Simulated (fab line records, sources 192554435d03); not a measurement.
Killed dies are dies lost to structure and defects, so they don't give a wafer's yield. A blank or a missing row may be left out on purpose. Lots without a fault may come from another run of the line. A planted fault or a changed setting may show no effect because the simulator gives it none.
Chamber matching | flow n5_finfet | N5_BEOL_M9_CURE_72 on uv_cure-01: 3 sister chambers
The step cures SiCOH lowk, time 120 s. 3 wafers are shown with their chamber, then 12 later ones without.

WAFERS WITH THEIR CHAMBER
wafer  | chamber | wafer_temp_C_max
L084.6 | 0       | 372.0
L087.6 | 2       | 371.3
L090.5 | 1       | 371.4

WAFERS WITHOUT THEIR CHAMBER
wafer  | wafer_temp_C_max
L095.1 | 371.3
L095.5 | 370.8
L095.6 | 371.3
L095.2 | 370.9
L095.3 | 371.0
L095.4 | 371.0
L096.1 | 372.1
L096.5 | 372.1
L096.6 | 371.9
L096.2 | 371.6
L096.3 | 371.5
L096.4 | 371.9

WHICH CHAMBER EACH WENT THROUGH
wafer  | from the rows above          | in truth
L095.1 | can't be placed: 2 or 1      | 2
L095.5 | can't be placed: 2 or 1      | 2
L095.6 | can't be placed: 2 or 1      | 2
L095.2 | can't be placed: 2 or 1      | 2
L095.3 | can't be placed: 2 or 1      | 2
L095.4 | can't be placed: 2 or 1      | 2
L096.1 | 0                            | 0
L096.5 | 0                            | 0
L096.6 | can't be placed: 0 or 1      | 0
L096.2 | can't be placed: 1 or 2 or 0 | 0
L096.3 | can't be placed: 1 or 2 or 0 | 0
L096.4 | can't be placed: 0 or 1      | 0
Placed correctly: 2 of 12. Can't be placed from these rows: 10 (the true chamber is among the candidates in 10). Placed wrongly: 0.
How it was worked out, from the rows above alone: a wafer's distance from a chamber is the root of the sum, over the readings, of the square of ((its reading less the chamber's mean) divided by the reading's scatter). The wafer belongs to the nearest chamber; if the next one is less than 2 further off, it can't be placed. A chamber's mean is the mean of its shown wafers. The scatter: with one shown wafer a chamber, the root of the mean of the squares of how far each hidden wafer lies from its nearest shown one.
